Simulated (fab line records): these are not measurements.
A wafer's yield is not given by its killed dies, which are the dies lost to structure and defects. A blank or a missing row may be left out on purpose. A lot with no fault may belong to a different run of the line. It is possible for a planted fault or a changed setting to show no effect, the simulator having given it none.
Which of the tools did it?    flow nand_harc    Sampling: 7 lots, 21 wafers, 5 of 1302 route steps

== WHAT THE GAUGES READ, wafer by wafer ==
NHARC_A_ONON_D2_THK_MEAS_27: measures by ellipsometry.
lot   measured      on             thk_nm (nm)
L400  day 15 04:36  film_metro-02  988 988 989
L402  day 16 05:10  film_metro-02  993 994 994
L404  day 16 13:38  film_metro-02  1002 1003 1002
L407  day 18 02:21  film_metro-01  1001 1000 999
L412  day 20 03:50  film_metro-01  1010 1010 1008
L415  day 21 16:43  film_metro-01  945 944 947
L418  day 22 12:25  film_metro-01  986 986 986

== TOOL THAT RAN EACH LOT (tool first, then ch and the chambers of the sampled wafers, then the start) ==
lot   NHARC_A_CHANNEL_FILL_D1_ETCHBACK_19  NHARC_A_CHANNEL_FILL_D1_STRIP_28    NHARC_A_CHANNEL_FILL_D1_ETCHBACK_08            NHARC_A_ONON_D2_DEP_25
L400  rie_si-01 ch 1,2, day 12 04:34       rie_diel-11 ch 1,2,3, day 12 04:48  rie_diel-11 ch 0,3, day 15 04:09 or earlier    pecvd_onon-04 ch 0, day 15 04:09
L402  rie_si-01 ch 0,3, day 13 01:51       rie_diel-08 ch 0,2, day 13 02:07    rie_diel-08 ch 0,2, day 16 04:39 or earlier    pecvd_onon-04 ch 0, day 16 04:39
L404  rie_si-04 ch 2,3, day 13 13:52       rie_diel-08 ch 0,2,3, day 13 14:05  rie_diel-03 ch 0,1,3, day 16 13:11 or earlier  pecvd_onon-03 ch 0, day 16 13:11
L407  rie_si-06 ch 0,1, day 14 22:42       rie_diel-08 ch 0,1,3, day 14 22:55  rie_diel-11 ch 1,2, day 18 01:54 or earlier    pecvd_onon-04 ch 0, day 18 01:54
L412  rie_si-01 ch 1,2,3, day 17 02:52     rie_diel-03 ch 0,2,3, day 17 03:07  rie_diel-08 ch 1,2,3, day 20 03:20 or earlier  pecvd_onon-03 ch 0, day 20 03:20
L415  rie_si-04 ch 2,3, day 18 15:51       rie_diel-08 ch 2,3, day 18 16:04    rie_diel-08 ch 0,1,2, day 21 16:16 or earlier  pecvd_onon-03 ch 0, day 21 16:16
L418  rie_si-06 ch 0,3, day 19 09:04       rie_diel-03 ch 0,1,2, day 19 09:17  rie_diel-08 ch 1,2, day 22 11:55 or earlier    pecvd_onon-02 ch 0, day 22 11:55
- NHARC_A_CHANNEL_FILL_D1_ETCHBACK_19: etches the open film in HBr/Cl2, target depth 5 nm, time 1.7 s.
- NHARC_A_CHANNEL_FILL_D1_STRIP_28: strips in O2, time 20 s.
- NHARC_A_CHANNEL_FILL_D1_ETCHBACK_08: etches the open film in C4F8, target depth 220 nm, time 110 s.
- NHARC_A_ONON_D2_DEP_25: target thk 1000 nm.

== THE ANSWER, worked out from the rows above alone ==
Rule: the lots themselves supply what counts as usual. Put in order of their means at a reading, lots are off if they are a third of the lots or fewer, leave a main group of 4 or more, and stand apart from it by a gap of 3 or more times the standard deviation of the main group's means; of several such gaps the widest counts. The tables above print the reading to a certain number of digits; a main group whose means all agree to those digits is not used. A lot without any number at a reading at which 4 lots or more have one is off too. All remaining lots with rows at the step are treated as sound.
Off: L415 (NHARC_A_ONON_D2_THK_MEAS_27, thk_nm). The main group: mean 997 nm, standard deviation 8.1.
If a tool, at a process step before that reading, ran all the lots that are off and no sound lot after the first of them, it fits. The gauges at NHARC_A_ONON_D2_THK_MEAS_27 are tried like those tools. NHARC_A_CHANNEL_FILL_D1_ETCHBACK_08: start missing for some lots; hours and lot order therefore follow NHARC_A_ONON_D2_DEP_25. Can't be told from this: 3 tools fit, rie_si-04 at NHARC_A_CHANNEL_FILL_D1_ETCHBACK_19, rie_diel-08 at NHARC_A_CHANNEL_FILL_D1_STRIP_28, pecvd_onon-03 at NHARC_A_ONON_D2_DEP_25.

== WHAT THE SIMULATOR HAD PUT IN ==
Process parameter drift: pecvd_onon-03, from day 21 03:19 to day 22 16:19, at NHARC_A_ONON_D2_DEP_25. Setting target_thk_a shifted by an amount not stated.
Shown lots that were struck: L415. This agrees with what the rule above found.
